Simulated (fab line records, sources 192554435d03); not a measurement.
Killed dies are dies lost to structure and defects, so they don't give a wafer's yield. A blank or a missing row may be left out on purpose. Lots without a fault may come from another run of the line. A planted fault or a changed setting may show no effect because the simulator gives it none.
Problem report in the 8D (eight disciplines) form, filled by code | flow n5_finfet | the parts of the form that need people (team, actions taken, sign-off) are left out

1. THE PROBLEM
cd_nm at N5_BEOL_M0_SAQP_CD_MEAS_40 reads a mean of 26.9 nm on 3 wafers of 3 lots; wafers without a fault read 30.1 nm with a standard deviation of 0.33. That is -9.6 standard deviations from the usual mean.
The step: target cd 30 nm.
First seen on wafer L271.2, day 9 03:42, on cd_sem-02. The record holds 27 wafers of 10 lots with a number at this step. Rule for "out", or "out of limits": more than 4 standard deviations from the usual mean. The other wafers with a number count as sound.

2. WHAT IT IS AND WHAT IT IS NOT
question                    | is                     | is not
which readings at this step | cd_nm                  | -
which lots                  | L271, L272, L275       | L258, L261, L263, L266, L268, L280, L281
which wafers of those lots  | L271.2, L272.3, L275.3 | L271.1, L271.4, L272.5, L275.4
read on which gauges        | cd_sem-01, cd_sem-02   | -
when                        | from day 9 03:42       | up to then (17 sound wafers); but 7 sound wafers of L272, L275, L280, L281 came after

3. SUSPECTS, AND WHAT RULES EACH OUT
Counting: a tool at a process step up to the reading stays a suspect if it ran every lot that is out. Sound lots after the first of them don't rule it out here, since some wafers of a struck lot are sound.
- the gauge at N5_BEOL_M0_SAQP_CD_MEAS_40: ruled out. The wafers that are out were read on 2 gauges (cd_sem-01, cd_sem-02).
- rie_diel-04 at N5_BEOL_M0_SAQP_ETCH_107 (etches SiNx in CH3F/O2, target depth 30 nm): kept. It ran every lot that is out, first L271 (day 9 02:24).
- euv_scanner-02 at N5_BEOL_M0_SAQP_EXPOSE_37 (exposes mask M0 CUT1, target cd 30 nm): kept. It ran every lot that is out, first L271 (day 9 03:34); its last sound lot up to then is L268 (day 8 09:25).
Left after counting: rie_diel-04 at N5_BEOL_M0_SAQP_ETCH_107, euv_scanner-02 at N5_BEOL_M0_SAQP_EXPOSE_37.

4. THE CAUSE (what the simulator had put in)
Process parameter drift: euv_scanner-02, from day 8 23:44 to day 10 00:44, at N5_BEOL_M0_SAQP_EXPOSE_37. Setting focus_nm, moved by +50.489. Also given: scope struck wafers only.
Counting left 2 suspects, and this tool is among them.

5. THE CHAIN OF EFFECTS, in route order
Each row: a reading whose mean over the struck wafers that have a number lies more than 3 standard deviations from the usual. Only readings for which the record gives a usual standard deviation are gone through. hours: the time from each lot's start at the first step in this table that gives one to its start at this step, as a median over the lots. sigmas: the change in usual standard deviations.
hours | step                       | reading              | usual   | on struck wafers | change | sigmas
0     | N5_BEOL_M0_SAQP_CD_MEAS_40 | cd_nm                | 30.1 nm | 26.9             | -3.2   | -9.6
189   | N5_PASSIVATION_PROBE_49    | defect_limited_yield | 91.3 %  | 0.0              | -91.3  | -65
189   | N5_PASSIVATION_PROBE_49    | killed_at_M0_to_M3   | 36      | 1111             | +1075  | +99 or more
189   | N5_PASSIVATION_PROBE_49    | killed_dies          | 103     | 1180             | +1077  | +67
189   | N5_PASSIVATION_PROBE_49    | killed_on_rim        | 13      | 152              | +139   | +35
189   | N5_PASSIVATION_PROBE_49    | sort_n_pass          | 1077    | 0                | -1077  | -63
189   | N5_PASSIVATION_PROBE_49    | sort_yield_pct       | 91.2 %  | 0.0              | -91.2  | -65
The process steps in it:
- N5_PASSIVATION_PROBE_49
Later measuring or inspecting steps at which every struck wafer that the step has a row for has a number for every such reading, and none has moved that far: N5_BEOL_M0_SAQP_OVL_MEAS_41.

6. WHAT WOULD HAVE CAUGHT IT SOONER
In this record the first reading out of limits at a measuring or inspecting step was taken at day 9 03:42, 4 hours after the fault began at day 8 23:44.
Of the lots that are out (3), L272, L275 began N5_BEOL_M0_SAQP_EXPOSE_37 on euv_scanner-02 after day 9 03:42. A hold on the tool at that time would have spared those 2.
